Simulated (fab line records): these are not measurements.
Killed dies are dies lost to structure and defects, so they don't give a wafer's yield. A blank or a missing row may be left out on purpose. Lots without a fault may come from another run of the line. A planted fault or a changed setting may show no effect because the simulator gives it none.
fab line records | flow n5Finfet
[record] lots = 7 wafers = 21 lastDay = 18
route steps=1938 shown MIM_BOT_ETCH@1869 PASS1_CAP@1873 TV_LITHO@1875
lots with no fault: from the same line, run without faults
startH: hours from the record's first day to the start of the lot's first wafer shown | waitH: how many hours have passed since the lot's step before this one | " the same as in the row above | L1.1+2: several wafers, shown together as one row | - either no value or no given start | * or withheld: withheld | < > ~ a bound
route shown NAME@n: names a module that has steps shown in the file, with the first one's number in the route | usual: mean/standard deviation of fault-free wafers | same: alike in all rows | chamber/n: place in a boat | sites: readings site by site | _std_site: standard deviation of those values | _edge_site: mean of outer sites minus mean of inner sites | radiusMm: how far each site lies from the wafer's centre | mask NAME#n: copy n | behind: the last tool/chamber to shape the wafer | hold: why the lot went on hold/how many hours it stayed there/how the hold came to an end | device: which transistor (n, p or np) failed to switch | end of line: at the end of the route, the tests of the same wafers | a step with no rows: only its recipe | killed: count of dies lost to structure and defects at first sort (not the wafer's yield) | map: per-die view of a wafer (x killed, . not killed, _ where there is no die)
set.NAME: the run value of the setting; set.NAME@STEP: its run value at that earlier step | model.NAME: the simulator's own value behind a step, which no gauge read
lots at selected steps of the route; one table per step, one row per wafer
services: when a tool's chamber went out of use (startH, in hours from the record's first day, below 0 if earlier), for how many hours, and the reason
[[steps]]
[step N5_MIM_BOT_ETCH_STRIP_01]
[recipe] chemistry = O2 powerW = 600 tempC = 60 pressureMtorr = 30 rfFrequencyHz = 6e+07 biasPowerW = 0 overashFraction = 0.5 o2FlowSccm = 225
[usual] drypumpMotorCurrentA = 5.6/0.48 o2FlowSccm = 225.1/0.56 oesProductAu = 0.76/0.062 rfVppV = 3.7/1.4 showerheadPlenumPTorr = 2.07/0.081 throttleValvePct = 16.69/0.11
// columns lot.wafer tool chamber startH waitH drypumpMotorCurrentA o2FlowSccm oesProductAu rfHoursCounterH rfVppV showerheadPlenumPTorr throttleValvePct
L182.2 rieDiel-02 1 280.92 0.1 6.2 225.2 0.73 177 3.6 1.98 16.78
L182.4 " 0 " " 5.2 224.8 0.68 230 2.9 2.06 16.74
L182.6 " 1 " " 6.2 224.7 0.72 - 1.8 1.98 16.80
L187.4 rieDiel-01 0 324.54 0.1 6.2 225.2 0.77 118 6.2 2.01 16.69
L187.5 " 0 " " 6.2 223.9 0.77 - 1.1 2.01 16.72
L187.6 " 1 " " 5.1 225.2 0.85 - 4.3 2.24 16.65
L189.1 rieDiel-04 1 333.72 0.1 5.4 224.5 0.71 186 3.0 2.00 16.79
L189.2 " 3 " " 5.5 224.8 0.80 98 2.9 2.12 16.70
L189.3 " 2 " " 4.7 225.0 0.82 97 6.4 2.11 16.46
L191.2 rieDiel-02 1 338.91 0.1 6.1 224.5 0.72 195 4.6 1.98 16.79
L191.3 " 0 " " 5.2 224.2 0.65 246 5.2 2.05 16.77
L191.5 " 3 " " 5.9 224.9 0.72 - 6.2 2.18 16.49
L190.1 rieDiel-01 0 345.55 0.1 6.2 225.7 0.78 124 3.9 2.01 16.70
L190.2 " 3 " " 6.1 225.5 0.74 169 2.1 2.01 16.75
L190.5 " 2 " " 5.7 224.3 0.75 - 2.9 2.09 16.76
L196.1 rieDiel-04 2 389.32 0.1 4.8 224.9 0.79 113 4.2 2.10 16.52
L196.2 " 1 " " 5.4 224.6 0.72 204 5.9 1.99 16.77
L196.5 " 1 " " 5.4 225.9 0.73 - 3.7 1.99 16.76
L204.1 rieDiel-01 0 426.57 0.3 6.2 225.1 0.74 153 5.1 2.00 16.76
L204.4 " 0 " " 6.3 224.9 0.74 - 3.8 2.00 16.74
L204.6 " 2 " " 5.6 224.6 0.70 - 7.7 2.08 16.88
[step N5_MIM_BOT_ETCH_STRIP_02]
[recipe] chemistry = postEtchResidueRemover timeS = 1200 tempC = 72.5
[step N5_MIM_BOT_ETCH_CLEAN_05]
[recipe] chemistry = IPA timeS = 180 tempC = 25
[step N5_MIM_BOT_ETCH_SRD_06]
[recipe] dry = ipaMarangoni timeS = 30 tempC = 23 rinseLiquid = diw
[step N5_PASSIVATION_PECVD_55]
[recipe] material = SiO2 targetThkA = 4000 tempC = 400 precursor = SiH4/N2O pressureTorr = 2.7 rfW = 608 timeS = 22.5
[usual] heaterPowerOuterW = 365/60 heaterPowerW = 647/93 showerheadPlenumPTorr = 8.21/0.099 susceptorTempC = 399.99/0.21 throttleValvePct = 50.5/2.7
// columns lot.wafer tool chamber startH waitH heaterPowerOuterW heaterPowerW showerheadPlenumPTorr sinceWetCleanH susceptorTempC throttleValvePct
L182.2 pecvd-01 0 281.42 0.0 294 567 8.24 1167 400.01 50.4
L182.4 " 0 " " 321 590 8.26 - 400.23 50.5
L182.6 " 1 " " 384 755 8.15 - 400.36 54.4
L187.4 pecvd-04 1 325.06 0.0 388 724 8.24 - 399.43 53.0
L187.5 " 2 " " 400 725 8.22 - 400.15 48.3
L187.6 " 0 " " 409 640 8.33 - 400.27 48.7
L189.1 pecvd-01 0 334.23 0.0 273 546 8.25 1219 399.97 50.7
L189.2 " 1 " " 361 737 8.16 1944 399.98 54.3
L189.3 " 2 " " 407 662 8.20 465 400.11 47.8
L191.2 pecvd-04 2 339.41 0.0 414 710 8.24 289 399.79 48.3
L191.3 " 1 " " 365 683 8.27 1768 400.40 53.1
L191.5 " 2 " " 294 580 8.23 - 399.76 48.6
L190.1 pecvd-02 2 346.05 0.0 363 648 8.31 658 399.57 46.9
L190.2 " 0 " " 312 542 8.11 1412 399.97 53.8
L190.5 " 1 " " 304 540 8.00 - 400.14 51.5
L196.1 pecvd-04 0 389.82 0.0 464 678 8.35 1094 399.86 48.7
L196.2 " 2 " " 398 698 8.24 340 399.70 48.8
L196.5 " 2 " " 404 718 8.23 - 399.68 48.9
L204.1 pecvd-02 0 427.07 0.0 326 560 8.14 1493 400.40 54.0
L204.4 " 1 " " 232 441 7.96 - 400.10 49.8
L204.6 " 0 " " 336 581 8.15 - 400.41 53.9
[step N5_PASSIVATION_PECVD_01]
[recipe] material = SiNx targetThkA = 2000 tempC = 400 precursor = SiH4/NH3/N2 pressureTorr = 4.9 rfW = 1406 timeS = 43.2
[usual] heaterPowerOuterW = 154/60 heaterPowerW = 366/92 showerheadPlenumPTorr = 8.70/0.07 susceptorTempC = 400.00/0.22 throttleValvePct = 28.6/1.5
// columns lot.wafer tool chamber startH waitH heaterPowerOuterW heaterPowerW showerheadPlenumPTorr sinceWetCleanH susceptorTempC throttleValvePct
L182.2 pecvd-01 0 281.46 0.0 93 313 8.72 1167 399.71 28.5
L182.4 " 0 " " 104 329 8.75 - 400.10 28.8
L182.6 " 1 " " 170 460 8.68 - 399.63 30.7
L187.4 pecvd-04 1 325.10 0.0 239 523 8.74 - 399.78 29.8
L187.5 " 2 " " 188 433 8.71 - 400.00 27.8
L187.6 " 0 " " 232 413 8.78 - 400.52 27.6
L189.1 pecvd-01 0 334.26 0.0 122 339 8.74 1219 400.06 28.7
L189.2 " 1 " " 170 463 8.66 1944 400.27 30.5
L189.3 " 2 " " 168 355 8.69 465 400.08 27.2
L191.2 pecvd-04 2 339.44 0.0 192 445 8.73 289 399.87 27.3
L191.3 " 1 " " 200 460 8.72 1768 399.98 29.8
L191.5 " 2 " " 194 448 8.73 - 400.44 27.7
L190.1 pecvd-02 2 346.08 0.0 98 314 8.77 658 400.11 26.5
L190.2 " 0 " " 123 297 8.65 1412 400.25 30.6
L190.5 " 1 " " 18 165 8.56 - 399.82 29.0
L196.1 pecvd-04 0 389.85 0.0 243 403 8.81 1094 400.02 27.6
L196.2 " 2 " " 154 396 8.74 340 399.76 27.6
L196.5 " 2 " " 166 395 8.73 - 399.84 27.7
L204.1 pecvd-02 0 427.10 0.0 147 338 8.65 1493 399.83 30.5
L204.4 " 1 " " 37 169 8.55 - 399.68 28.3
L204.6 " 0 " " 46 201 8.64 - 399.92 30.5
[step N5_PASSIVATION_HMDS_03]
[recipe] timeS = 60 tempC = 120
[step N5_PASSIVATION_COAT_04]
[recipe] spinRpm = * resistThkNm = *
[step N5_PASSIVATION_EBR_06]
[recipe] solvent = PGMEA ebrWidthMm = 1.5
[step N5_PASSIVATION_SOFTBAKE_05]
[recipe] tempC = 100 timeS = 90
[step N5_PASSIVATION_EXPOSE_07]
[recipe] maskId = TV na = 0.55 sourceShape = conventional sigmaOuter = 0.8 polarization = unpolarized defocusNm = 0 targetCdNm = 3000 doseMj = 22.75
[step N5_PASSIVATION_PEB_08]
[recipe] pebTempC = withheld pebTimeS = *
[step N5_PASSIVATION_DEVELOP_09]
[recipe] developTimeS = 60 rinseLiquid = diw dry = airSpin devTempC = 21
[usual] chillPlateTempC = 22.98/0.12 developTimeS = 60/0
// columns lot.wafer tool chamber startH waitH chillPlateTempC developTimeS model.coat_of_PASSIVATION_COAT_04.thkNm
L182.2 lithoTrack-03 0 281.70 - 22.94 60 *
L182.4 " 0 " " 22.76 60 *
L182.6 " 0 " " 22.92 60 *
L187.4 lithoTrack-03 - 330.31 - - - *
L187.5 " - " " - - *
L187.6 " - " " - - *
L189.1 lithoTrack-05 - 341.27 - - - *
L189.2 " - " " - - *
L189.3 " - " " - - *
L191.2 lithoTrack-03 - 342.70 - - - *
L191.3 " - " " - - *
L191.5 " - " " - - *
L190.1 lithoTrack-05 0 348.28 - 23.10 60 *
L190.2 " 0 " " 23.13 60 *
L190.5 " 0 " " 22.87 60 *
L196.1 lithoTrack-04 0 390.62 - 23.08 60 *
L196.2 " 0 " " 22.82 60 *
L196.5 " 0 " " 22.88 60 *
L204.1 lithoTrack-04 0 429.49 - 23.04 60 *
L204.4 " 0 " " 22.89 60 *
L204.6 " 0 " " 22.98 60 *
[step N5_PASSIVATION_HARDBAKE_11]
[recipe] tempC = 130 timeS = 120
[[services]]
// columns tool chamber startH hours kind
pecvd-04 - 264.72 2.1 repair
pecvd-02 2 268.35 5.5 scheduledDown
rieDiel-04 1 279.28 15.5 repair
rieDiel-01 3 303.58 4.3 repair
pecvd-01 0 318.38 5.5 scheduledDown
rieDiel-04 1 320.36 8.2 repair
rieDiel-02 0 353.56 - clean
rieDiel-02 0 353.56 - consumableReplace:focusRing
rieDiel-02 0 353.56 21.8 scheduledDown
rieDiel-02 0 353.56 21.8 ventCycle
rieDiel-04 - 354.93 2.8 pm
lithoTrack-03 - 364.35 - consumableReplace:filter
pecvd-02 1 383.62 - clean
pecvd-02 1 383.62 - consumableReplace:showerhead
pecvd-02 1 383.62 29.0 scheduledDown
pecvd-02 1 383.62 29.0 ventCycle
rieDiel-02 2 384.68 51.3 repair
pecvd-02 - 385.94 0.4 repair
rieDiel-01 3 425.38 4.0 repair
[[key]]
[firstSign] step = N5_PASSIVATION_DEVELOP_09 reading = toolRecord direction = missing
effect none on later readings
[modelEffect] step = N5_PASSIVATION_DEVELOP_09 value = coat_of_PASSIVATION_COAT_04.thkNm without = * struck = *
metAt N5_PASSIVATION_DEVELOP_09
struckWafers L187.4,L187.5,L187.6,L189.1,L189.2,L189.3,L191.2,L191.3,L191.5
laterRowsLeftOut L187.4,L187.5,L187.6,L189.1,L189.2,L189.3,L191.2,L191.3,L191.5
sortLeftOut L187.4,L187.5,L187.6,L189.1,L189.2,L189.3,L191.2,L191.3,L191.5
onsetBetween 281.70 330.31
[fault] kind = skippedStepWhole tool = lithoTrack-03,lithoTrack-05 chamber = - onsetH = 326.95 steps = N5_PASSIVATION_DEVELOP_09 scope = struckLotsOnly
// sortLeftOut: the simulated sort isn't trusted on such a fault, so these wafers' sort isn't shown, and their yield isn't known
// laterRowsLeftOut: the simulator's readings of these wafers behind a module that went badly wrong aren't trusted and aren't shown, but for the sort
